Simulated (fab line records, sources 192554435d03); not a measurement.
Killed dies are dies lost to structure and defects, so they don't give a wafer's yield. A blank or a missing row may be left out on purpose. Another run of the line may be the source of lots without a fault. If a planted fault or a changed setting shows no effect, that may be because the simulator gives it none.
fab line records + flow n5Finfet
record:
- lots: 15
- wafers: 42
- lastDay: 17
route steps=1938 shown HKMG_FIN@399
lots untouched by any fault: they come from a run of this same line in which no faults occurred
startH: hours from the record's first day to the start of the lot's first wafer shown + waitH: how many hours have passed since the lot's step before this one + " identical to the entry in the row above + L1.1+2: a single row standing in for several wafers + - either no value or no given start + * or withheld: withheld + < > ~ a bound
route shown NAME@n: NAME is a module with steps in the file, n the number in the route of the first one + usual: mean/standard deviation of fault-free wafers + same: alike in all rows + chamber/n: place in a boat + sites: each site's reading + _std_site: the values' standard deviation + _edge_site: outer sites' mean less inner sites' + radiusMm: how far each site lies from the wafer's centre + mask NAME#n: copy n + behind: the most recent tool/chamber to have shaped the wafer + hold: cause of the lot's hold/its duration in hours/its outcome + device: which transistor (n, p or np) failed to switch + end of line: tests run on the same wafers once the route is complete + a step with no rows: only its recipe + killed: dies that structure and defects cost at the first sort, which is not the same as the wafer's yield + map: a wafer's dies, marking killed ones x, the rest . and places with no die _
set.NAME: the setting that was run; set.NAME@STEP: the one run at that earlier step + model.NAME: the simulator's own value behind a step, which no gauge read
route steps across a sampled set of lots; one table per step, one row per wafer
services: a tool's chamber out of use, with start hour (startH, from the record's first day; less than 0 if before it), hours out, and reason
== steps ==
step: N5_HKMG_FIN_OVL_MEAS_50
recipe:
- pointsPerWafer: 44
usual:
- NDIPOLE_OVL: 0.4/0.84
| lot.wafer | tool       | chamber | startH | waitH | NDIPOLE_OVL[nm] |
|-----------|------------|---------|--------|-------|-----------------|
| L515.1    | overlay-02 | 0       | 72.37  | 0.0   | 1.8             |
| L515.2    | "          | 0       | "      | "     | 0.6             |
| L515.5    | "          | 0       | "      | "     | 0.5             |
| L517.1    | overlay-02 | 0       | 87.01  | 0.0   | 0.4             |
| L517.2    | "          | 0       | "      | "     | 0.7             |
| L517.4    | "          | 0       | "      | "     | 0.9             |
| L518.2    | overlay-02 | 0       | 91.43  | 0.0   | 0.2             |
| L518.3    | "          | 0       | "      | "     | 1.1             |
| L518.5    | "          | 0       | "      | "     | 1.4             |
| L519.2    | overlay-02 | 0       | 97.68  | 0.0   | 0.3             |
| L519.3    | "          | 0       | "      | "     | 0.1             |
| L519.6    | "          | 0       | "      | "     | 0.3             |
| L520.1    | overlay-02 | 0       | 102.02 | 0.0   | -0.3            |
| L520.4    | "          | 0       | "      | "     | 0.6             |
| L520.6    | "          | 0       | "      | "     | 1.4             |
| L521.4    | overlay-02 | 0       | 110.27 | 0.0   | 0.3             |
| L521.5    | "          | 0       | "      | "     | 0.6             |
| L521.6    | "          | 0       | "      | "     | -0.6            |
| L523.1    | overlay-02 | 0       | 120.81 | 0.0   | 0.3             |
| L523.2    | "          | 0       | "      | "     | 0.4             |
| L523.6    | "          | 0       | "      | "     | 1.0             |
| L524.2    | overlay-01 | 0       | 126.93 | 0.0   | -0.9            |
| L524.4    | "          | 0       | "      | "     | -0.3            |
| L524.6    | "          | 0       | "      | "     | -1.5            |
| L525.1    | overlay-01 | 0       | 130.72 | 0.0   | 1.7             |
| L525.2    | "          | 0       | "      | "     | 1.6             |
| L525.6    | "          | 0       | "      | "     | 0.8             |
| L527.1    | overlay-01 | 0       | 147.26 | 0.0   | 1.3             |
| L527.2    | "          | 0       | "      | "     | 1.9             |
| L527.4    | "          | 0       | "      | "     | 1.7             |
| L528.1    | overlay-01 | 0       | 152.13 | 0.0   | 0.2             |
| L528.3    | "          | 0       | "      | "     | -0.6            |
| L531.3    | overlay-02 | 0       | 169.50 | 0.0   | -0.5            |
| L531.5    | "          | 0       | "      | "     | 0.2             |
| L531.6    | "          | 0       | "      | "     | -0.1            |
| L533.2    | overlay-01 | 0       | 181.85 | 0.0   | -0.1            |
| L533.4    | "          | 0       | "      | "     | 0.1             |
| L534.1    | overlay-02 | 0       | 188.65 | 0.0   | 0.1             |
| L534.4    | "          | 0       | "      | "     | 0.3             |
| L538.1    | overlay-02 | 0       | 212.91 | 0.0   | -1.1            |
| L538.2    | "          | 0       | "      | "     | -1.0            |
| L538.3    | "          | 0       | "      | "     | -2.0            |
step: N5_HKMG_FIN_ETCH_58
recipe:
- chemistry: N2/H2
- target: SOC
- targetDepthA: 2158
- ionEnergyEv: 50
- biasW: 13
- timeS: 741
- pressureMtorr: 30
- sourceW: 875
- n2FlowSccm: 200
- h2FlowSccm: 200
usual:
- drypumpMotorCurrentA: 5.9/0.46
- h2FlowSccm: 200.0/0.6
- oesProductAu: 0.74/0.078
- rfVppV: 99.0/0.92
- showerheadPlenumPTorr: 2.52/0.075
- throttleValvePct: 17.76/0.26
| lot.wafer | tool       | chamber | startH | waitH | drypumpMotorCurrentA | h2FlowSccm | oesProductAu | rfHoursCounterH | rfVppV | showerheadPlenumPTorr | throttleValvePct |
|-----------|------------|---------|--------|-------|----------------------|------------|--------------|-----------------|--------|-----------------------|------------------|
| L515.1    | rieDiel-05 | 1       | 72.73  | 0.0   | 5.0                  | 199.4      | 0.74         | 158             | 98.0   | 2.54                  | 17.62            |
| L515.2    | "          | 0       | "      | "     | 5.9                  | 200.5      | 0.70         | 203             | 97.6   | 2.43                  | 17.74            |
| L515.5    | "          | 3       | "      | "     | 6.1                  | 200.3      | 0.72         | -               | 99.1   | 2.62                  | 17.49            |
| L517.1    | rieDiel-04 | 3       | 87.37  | 0.0   | 6.1                  | 199.2      | 0.84         | 82              | 100.7  | 2.47                  | 17.54            |
| L517.2    | "          | 2       | "      | "     | 6.3                  | 199.4      | 0.73         | 177             | 99.7   | 2.54                  | 18.07            |
| L517.4    | "          | 0       | "      | "     | 6.5                  | 200.6      | 0.70         | 184             | 98.5   | 2.63                  | 17.54            |
| L518.2    | rieDiel-03 | 0       | 91.90  | 0.0   | 5.4                  | 201.1      | 0.74         | 158             | 99.8   | 2.52                  | 17.73            |
| L518.3    | "          | 3       | "      | "     | 5.5                  | 199.6      | 0.96         | 10              | 98.4   | 2.51                  | 17.70            |
| L518.5    | "          | 2       | "      | "     | 6.0                  | 198.6      | 0.72         | -               | 100.2  | 2.63                  | 18.33            |
| L519.2    | rieDiel-05 | 2       | 98.86  | 0.0   | 6.0                  | 200.7      | 0.71         | 217             | 99.2   | 2.42                  | 18.05            |
| L519.3    | "          | 3       | "      | "     | 6.1                  | 200.7      | 0.71         | 204             | 99.7   | 2.61                  | 17.50            |
| L519.6    | "          | 3       | "      | "     | 6.1                  | 199.8      | 0.72         | -               | 99.0   | 2.61                  | 17.50            |
| L520.1    | rieDiel-05 | 2       | 102.38 | 0.0   | 5.9                  | 200.6      | 0.70         | 219             | 99.2   | 2.42                  | 18.05            |
| L520.4    | "          | 0       | "      | "     | 5.9                  | 200.7      | 0.69         | 215             | 97.8   | 2.42                  | 17.78            |
| L520.6    | "          | 1       | "      | "     | 5.0                  | 199.4      | 0.73         | -               | 98.8   | 2.54                  | 17.66            |
| L521.4    | rieDiel-03 | 1       | 111.00 | 0.0   | 6.6                  | 200.6      | 0.91         | 32              | 98.4   | 2.50                  | 17.44            |
| L521.5    | "          | 2       | "      | "     | 6.0                  | 200.3      | 0.73         | -               | 99.6   | 2.63                  | 18.34            |
| L521.6    | "          | 1       | "      | "     | 6.6                  | 200.0      | 0.92         | -               | 99.5   | 2.50                  | 17.45            |
| L523.1    | rieDiel-05 | 2       | 121.17 | 0.0   | 6.0                  | 199.6      | 0.70         | 225             | 98.3   | 2.42                  | 18.06            |
| L523.2    | "          | 1       | "      | "     | 5.0                  | 200.1      | 0.72         | 175             | 99.0   | 2.54                  | 17.64            |
| L523.6    | "          | 0       | "      | "     | 5.9                  | 199.6      | 0.69         | -               | 96.9   | 2.42                  | 17.77            |
| L524.2    | rieDiel-03 | 3       | 127.29 | 0.0   | 5.5                  | 199.2      | 0.93         | 22              | 98.5   | 2.50                  | 17.71            |
| L524.4    | "          | 0       | "      | "     | 5.3                  | 199.1      | 0.73         | 171             | 99.9   | 2.52                  | 17.76            |
| L524.6    | "          | 1       | "      | "     | 6.6                  | 199.9      | 0.89         | -               | 98.3   | 2.49                  | 17.47            |
| L525.1    | rieDiel-04 | 3       | 131.08 | 0.0   | 6.1                  | 199.6      | 0.80         | 99              | 98.7   | 2.46                  | 17.56            |
| L525.2    | "          | 2       | "      | "     | 6.4                  | 200.8      | 0.72         | 193             | 99.6   | 2.53                  | 18.09            |
| L525.6    | "          | 2       | "      | "     | 6.4                  | 198.9      | 0.72         | -               | 99.8   | 2.53                  | 18.08            |
| L527.1    | rieDiel-04 | 1       | 147.75 | 0.0   | 6.1                  | 199.8      | 0.71         | 215             | 99.3   | 2.62                  | 17.58            |
| L527.2    | "          | 2       | "      | "     | 6.4                  | 201.1      | 0.71         | 199             | 97.1   | 2.53                  | 18.10            |
| L527.4    | "          | 3       | "      | "     | 6.1                  | 200.6      | 0.81         | -               | 97.1   | 2.46                  | 17.57            |
| L528.1    | rieDiel-05 | 1       | 152.54 | 0.0   | 5.0                  | 199.7      | 0.71         | 185             | 97.1   | 2.53                  | 17.67            |
| L528.3    | "          | 3       | "      | "     | 6.1                  | 201.6      | 0.70         | 221             | 101.4  | 2.61                  | 17.53            |
| L531.3    | rieDiel-05 | 0       | 169.94 | 0.0   | 5.9                  | 199.5      | 0.67         | 237             | 98.9   | 2.41                  | 17.80            |
| L531.5    | "          | 0       | "      | "     | 5.9                  | 199.7      | 0.68         | -               | 98.3   | 2.41                  | 17.78            |
| L531.6    | "          | 1       | "      | "     | 5.0                  | 199.4      | 0.72         | -               | 98.4   | 2.53                  | 17.65            |
| L533.2    | rieDiel-03 | 3       | 182.45 | 0.0   | 5.5                  | 200.0      | 0.89         | 42              | 99.1   | 2.50                  | 17.76            |
| L533.4    | "          | 2       | "      | "     | 6.0                  | 200.3      | 0.71         | 224             | 98.6   | 2.62                  | 18.40            |
| L534.1    | rieDiel-05 | 0       | 189.40 | 0.0   | 5.9                  | 200.4      | 0.69         | 239             | 98.2   | 2.41                  | 17.79            |
| L534.4    | "          | 1       | "      | "     | 5.0                  | 199.3      | 0.71         | 194             | 99.3   | 2.53                  | 17.68            |
| L538.1    | rieDiel-05 | 1       | 213.27 | 0.0   | 5.0                  | 199.5      | 0.69         | 204             | 99.4   | 2.52                  | 17.70            |
| L538.2    | "          | 3       | "      | "     | 6.2                  | 199.7      | 0.69         | 238             | 100.4  | 2.60                  | 17.58            |
| L538.3    | "          | 0       | "      | "     | 5.9                  | 200.1      | 0.68         | 248             | 97.8   | 2.41                  | 17.82            |
step: N5_HKMG_FIN_ALD_36
recipe:
- material: TiN
- targetThkA: 10
- tempC: 400
- aldPrecursorFamily: TiCl4
- aldCoReactant: NH3
- pulseTimeS: 1
- purgeTimeS: 3
- coReactantPurgeTimeS: 2
- coReactantPulseTimeS: 2
- aldCycles: 47
- pressureTorr: 3
usual:
- heaterPowerOuterW: 529/71
- heaterPowerW: 870/81
- precursorPulseHeightRel: 1.002/0.02
| lot.wafer | tool        | chamber | startH | waitH | heaterPowerOuterW | heaterPowerW | precursorPulseHeightRel |
|-----------|-------------|---------|--------|-------|-------------------|--------------|-------------------------|
| L515.1    | aldMetal-04 | 2       | 74.69  | 0.0   | 458               | 728          | 0.993                   |
| L515.2    | "           | 3       | "      | "     | 454               | 802          | 1.041                   |
| L515.5    | "           | 1       | "      | "     | 525               | 878          | 1.032                   |
| L517.1    | aldMetal-01 | 3       | 89.30  | 0.0   | 470               | 801          | 0.983                   |
| L517.2    | "           | 1       | "      | "     | 686               | 1056         | 1.029                   |
| L517.4    | "           | 0       | "      | "     | 596               | 916          | 1.000                   |
| L518.2    | aldMetal-01 | 3       | 93.72  | 0.0   | 473               | 834          | 1.012                   |
| L518.3    | "           | 0       | "      | "     | 586               | 924          | 1.022                   |
| L518.5    | "           | 0       | "      | "     | 583               | 909          | 1.033                   |
| L519.2    | aldMetal-01 | 0       | 100.70 | 0.0   | 582               | 907          | 1.000                   |
| L519.3    | "           | 2       | "      | "     | 478               | 802          | 1.013                   |
| L519.6    | "           | 2       | "      | "     | 488               | 822          | 1.012                   |
| L520.1    | aldMetal-03 | 3       | 104.23 | 0.0   | 572               | 886          | 1.022                   |
| L520.4    | "           | 0       | "      | "     | 461               | 834          | 1.000                   |
| L520.6    | "           | 3       | "      | "     | 562               | 894          | 1.010                   |
| L521.4    | aldMetal-01 | 3       | 112.97 | 0.0   | 489               | 817          | 1.000                   |
| L521.5    | "           | 0       | "      | "     | 578               | 906          | 1.020                   |
| L521.6    | "           | 3       | "      | "     | 479               | 842          | 1.009                   |
| L523.1    | aldMetal-01 | 2       | 123.14 | 0.0   | 481               | 812          | 1.019                   |
| L523.2    | "           | 3       | "      | "     | 476               | 829          | 1.004                   |
| L523.6    | "           | 1       | "      | "     | 683               | 1047         | 0.987                   |
| L524.2    | aldMetal-03 | 2       | 129.12 | 0.0   | 506               | 899          | 1.002                   |
| L524.4    | "           | 2       | "      | "     | 521               | 873          | 0.984                   |
| L524.6    | "           | 0       | "      | "     | 474               | 836          | 0.975                   |
| L525.1    | aldMetal-01 | 3       | 132.97 | 0.0   | 485               | 841          | 1.016                   |
| L525.2    | "           | 0       | "      | "     | 594               | 917          | 0.966                   |
| L525.6    | "           | 1       | "      | "     | 684               | 1031         | 0.991                   |
| L527.1    | aldMetal-03 | 1       | 149.61 | 0.0   | 521               | 887          | 0.997                   |
| L527.2    | "           | 0       | "      | "     | 461               | 824          | 0.994                   |
| L527.4    | "           | 1       | "      | "     | 520               | 882          | 0.998                   |
| L528.1    | aldMetal-01 | 2       | 154.40 | 0.0   | 479               | 789          | 0.991                   |
| L528.3    | "           | 1       | "      | "     | 688               | 1058         | 0.988                   |
| L531.3    | aldMetal-03 | 0       | 171.77 | 0.0   | 472               | 834          | 1.001                   |
| L531.5    | "           | 1       | "      | "     | 516               | 887          | 0.945                   |
| L531.6    | "           | 2       | "      | "     | 525               | 871          | 1.012                   |
| L533.2    | aldMetal-04 | 1       | 184.41 | 0.0   | 530               | 885          | 1.010                   |
| L533.4    | "           | 0       | "      | "     | 564               | 942          | 1.038                   |
| L534.1    | aldMetal-01 | 0       | 191.23 | 0.0   | 586               | 907          | 1.005                   |
| L534.4    | "           | 3       | "      | "     | 480               | 822          | 1.027                   |
| L538.1    | aldMetal-04 | 3       | 215.09 | 0.0   | 462               | 810          | 1.005                   |
| L538.2    | "           | 1       | "      | "     | 524               | 872          | 0.996                   |
| L538.3    | "           | 2       | "      | "     | 451               | 733          | 1.028                   |
step: N5_HKMG_FIN_EXPOSE_09
recipe:
- maskId: NWFM
- na: 1.35
- sourceShape: conventional
- sigmaOuter: 0.8
- polarization: unpolarized
- doseMj: 39.25
usual:
- stageVelMmS: 499.95/0.22
| lot.wafer | tool           | chamber | startH | waitH | mask   | stageVelMmS |
|-----------|----------------|---------|--------|-------|--------|-------------|
| L515.1    | arfiScanner-03 | 0       | 75.59  | -     | NWFM#0 | 500.07      |
| L515.2    | "              | 0       | "      | "     | NWFM#0 | 500.39      |
| L515.5    | "              | 0       | "      | "     | NWFM#0 | 500.18      |
| L517.1    | arfiScanner-02 | 0       | 90.20  | -     | NWFM#0 | 499.94      |
| L517.2    | "              | 0       | "      | "     | NWFM#0 | 499.90      |
| L517.4    | "              | 0       | "      | "     | NWFM#0 | 500.14      |
| L518.2    | arfiScanner-02 | 0       | 94.64  | -     | NWFM#0 | 499.91      |
| L518.3    | "              | 0       | "      | "     | NWFM#0 | 499.75      |
| L518.5    | "              | 0       | "      | "     | NWFM#0 | 499.24      |
| L519.2    | arfiScanner-01 | 0       | 101.74 | -     | NWFM#0 | 499.78      |
| L519.3    | "              | 0       | "      | "     | NWFM#0 | 499.58      |
| L519.6    | "              | 0       | "      | "     | NWFM#0 | 499.66      |
| L520.1    | arfiScanner-02 | 0       | 105.26 | -     | NWFM#0 | 499.86      |
| L520.4    | "              | 0       | "      | "     | NWFM#0 | 499.45      |
| L520.6    | "              | 0       | "      | "     | NWFM#0 | 499.64      |
| L521.4    | arfiScanner-02 | 0       | 113.89 | -     | NWFM#0 | 500.11      |
| L521.5    | "              | 0       | "      | "     | NWFM#0 | 499.80      |
| L521.6    | "              | 0       | "      | "     | NWFM#0 | 499.92      |
| L523.1    | arfiScanner-02 | 0       | 124.17 | -     | NWFM#0 | 499.75      |
| L523.2    | "              | 0       | "      | "     | NWFM#0 | 499.82      |
| L523.6    | "              | 0       | "      | "     | NWFM#0 | 500.15      |
| L524.2    | arfiScanner-03 | 0       | 130.17 | -     | NWFM#0 | 499.81      |
| L524.4    | "              | 0       | "      | "     | NWFM#0 | 499.92      |
| L524.6    | "              | 0       | "      | "     | NWFM#0 | 499.60      |
| L525.1    | arfiScanner-03 | 0       | 133.88 | -     | NWFM#0 | 499.71      |
| L525.2    | "              | 0       | "      | "     | NWFM#0 | 499.70      |
| L525.6    | "              | 0       | "      | "     | NWFM#0 | 500.17      |
| L527.1    | arfiScanner-03 | 0       | 150.51 | -     | NWFM#0 | 500.10      |
| L527.2    | "              | 0       | "      | "     | NWFM#0 | 500.43      |
| L527.4    | "              | 0       | "      | "     | NWFM#0 | 500.00      |
| L528.1    | arfiScanner-03 | 0       | 155.31 | -     | NWFM#0 | 499.93      |
| L528.3    | "              | 0       | "      | "     | NWFM#0 | 499.78      |
| L531.3    | arfiScanner-01 | 0       | 172.68 | -     | NWFM#0 | 500.04      |
| L531.5    | "              | 0       | "      | "     | NWFM#0 | 500.08      |
| L531.6    | "              | 0       | "      | "     | NWFM#0 | 499.86      |
| L533.2    | arfiScanner-03 | 0       | 185.45 | -     | NWFM#0 | 499.92      |
| L533.4    | "              | 0       | "      | "     | NWFM#0 | 499.55      |
| L534.1    | arfiScanner-03 | 0       | 192.14 | -     | NWFM#0 | 500.36      |
| L534.4    | "              | 0       | "      | "     | NWFM#0 | 500.02      |
| L538.1    | arfiScanner-01 | 0       | 216.12 | -     | NWFM#0 | 500.24      |
| L538.2    | "              | 0       | "      | "     | NWFM#0 | 500.05      |
| L538.3    | "              | 0       | "      | "     | NWFM#0 | 499.95      |
step: N5_HKMG_FIN_CD_MEAS_12
recipe:
- targetCdNm: 92.8
- landingEnergyEv: 500
- detector: seInlens
usual:
- cdNm: 93.1/0.55
same:
- landingEnergyEv: 500
| lot.wafer | tool     | chamber | startH | waitH | cdNm |
|-----------|----------|---------|--------|-------|------|
| L515.1    | cdSem-02 | 0       | 75.72  | -     | 93.3 |
| L515.2    | "        | 0       | "      | "     | 93.9 |
| L515.5    | "        | 0       | "      | "     | 93.8 |
| L517.1    | cdSem-02 | 0       | 90.33  | -     | 92.4 |
| L517.2    | "        | 0       | "      | "     | 93.8 |
| L517.4    | "        | 0       | "      | "     | 93.0 |
| L518.2    | cdSem-02 | 0       | 94.75  | -     | 93.3 |
| L518.3    | "        | 0       | "      | "     | 93.7 |
| L518.5    | "        | 0       | "      | "     | 93.0 |
| L519.2    | cdSem-03 | 0       | 101.86 | -     | 92.2 |
| L519.3    | "        | 0       | "      | "     | 92.8 |
| L519.6    | "        | 0       | "      | "     | 92.8 |
| L520.1    | cdSem-01 | 0       | 105.38 | -     | 94.0 |
| L520.4    | "        | 0       | "      | "     | 93.6 |
| L520.6    | "        | 0       | "      | "     | 93.8 |
| L521.4    | cdSem-03 | 0       | 114.00 | -     | 93.4 |
| L521.5    | "        | 0       | "      | "     | 93.3 |
| L521.6    | "        | 0       | "      | "     | 94.4 |
| L523.1    | cdSem-03 | 0       | 124.29 | -     | 93.5 |
| L523.2    | "        | 0       | "      | "     | 93.6 |
| L523.6    | "        | 0       | "      | "     | 93.3 |
| L524.2    | cdSem-03 | 0       | 130.29 | -     | 93.4 |
| L524.4    | "        | 0       | "      | "     | 92.8 |
| L524.6    | "        | 0       | "      | "     | 93.1 |
| L525.1    | cdSem-03 | 0       | 134.00 | -     | 93.7 |
| L525.2    | "        | 0       | "      | "     | 93.2 |
| L525.6    | "        | 0       | "      | "     | 93.4 |
| L527.1    | cdSem-01 | 0       | 150.64 | -     | 92.4 |
| L527.2    | "        | 0       | "      | "     | 92.9 |
| L527.4    | "        | 0       | "      | "     | 92.6 |
| L528.1    | cdSem-02 | 0       | 155.43 | -     | 92.5 |
| L528.3    | "        | 0       | "      | "     | 70.7 |
| L531.3    | cdSem-02 | 0       | 172.80 | -     | 93.4 |
| L531.5    | "        | 0       | "      | "     | 93.7 |
| L531.6    | "        | 0       | "      | "     | 94.3 |
| L533.2    | cdSem-01 | 0       | 185.57 | -     | 92.7 |
| L533.4    | "        | 0       | "      | "     | 70.8 |
| L534.1    | cdSem-03 | 0       | 192.26 | -     | 93.2 |
| L534.4    | "        | 0       | "      | "     | 70.5 |
| L538.1    | cdSem-03 | 0       | 216.25 | -     | 92.3 |
| L538.2    | "        | 0       | "      | "     | 93.3 |
| L538.3    | "        | 0       | "      | "     | 92.9 |
== services ==
| tool           | chamber | startH | hours | kind   |
|----------------|---------|--------|-------|--------|
| arfiScanner-03 | -       | 52.55  | 0.8   | pm     |
| arfiScanner-02 | -       | 58.00  | 3.8   | repair |
| arfiScanner-02 | -       | 69.04  | 3.1   | pm     |
| arfiScanner-01 | -       | 79.49  | 1.0   | pm     |
| arfiScanner-01 | -       | 81.32  | 1.0   | pm     |
| arfiScanner-01 | -       | 83.15  | 0.2   | repair |
| rieDiel-03     | -       | 95.44  | 6.3   | repair |
| arfiScanner-03 | -       | 96.96  | 1.3   | pm     |
| arfiScanner-03 | -       | 101.22 | 6.1   | repair |
| arfiScanner-03 | -       | 112.14 | 2.0   | repair |
| aldMetal-03    | 3       | 121.37 | 279.0 | repair |
| arfiScanner-03 | -       | 123.82 | 1.5   | pm     |
| arfiScanner-03 | -       | 137.11 | 4.9   | pm     |
| arfiScanner-02 | -       | 142.95 | 2.5   | repair |
| arfiScanner-03 | -       | 146.17 | 2.3   | repair |
| arfiScanner-03 | -       | 162.51 | 3.9   | pm     |
| arfiScanner-02 | -       | 163.82 | 1.6   | repair |
| rieDiel-05     | -       | 172.74 | 15.6  | pm     |
| arfiScanner-02 | -       | 172.83 | 1.0   | pm     |
| arfiScanner-02 | -       | 179.12 | 6.2   | repair |
| aldMetal-01    | 0       | 194.29 | 26.0  | repair |
| arfiScanner-03 | -       | 200.90 | 1.0   | pm     |
| arfiScanner-02 | -       | 203.75 | 4.9   | pm     |
| arfiScanner-02 | -       | 210.85 | 0.8   | pm     |
== key ==
firstSign:
- step: N5_HKMG_FIN_CD_MEAS_12
- reading: cdNm
- direction: down
- sigmas: 41
- usual: 93.1
- struck: 70.7
effect none on later readings
metAt N5_HKMG_FIN_EXPOSE_09
struckLots L528,L533,L534
struckWafers L528.3,L533.4,L534.4
laterRowsLeftOut L528.3,L533.4,L534.4
sortLeftOut L528.3,L533.4,L534.4
testerLeftOut L528,L533,L534
notActingAt N5_HKMG_FIN_OVL_MEAS_50,N5_HKMG_FIN_ETCH_58,N5_HKMG_FIN_ALD_36
onsetBetween 150.51 155.31
fault:
- kind: processParameterDrift
- tool: arfiScanner-03
- chamber: -
- onsetH: 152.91
- steps: N5_HKMG_FIN_EXPOSE_09
- channel: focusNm
- offset: 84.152
- shape: step
- endH: 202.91
- scope: struckWafersOnly
testerLeftOut: of these lots the tester's yield and bins aren't shown, on N5 and GAA mostly nor the transistor test; their killed dies are dies lost to structure and defects alone, not to doping, threshold or leakage, so they don't give the yield
sortLeftOut: the simulated sort isn't trusted on such a fault, so these wafers' sort isn't shown, and their yield isn't known
laterRowsLeftOut: the simulator's readings of these wafers behind a module that went badly wrong aren't trusted and aren't shown, but for the sort
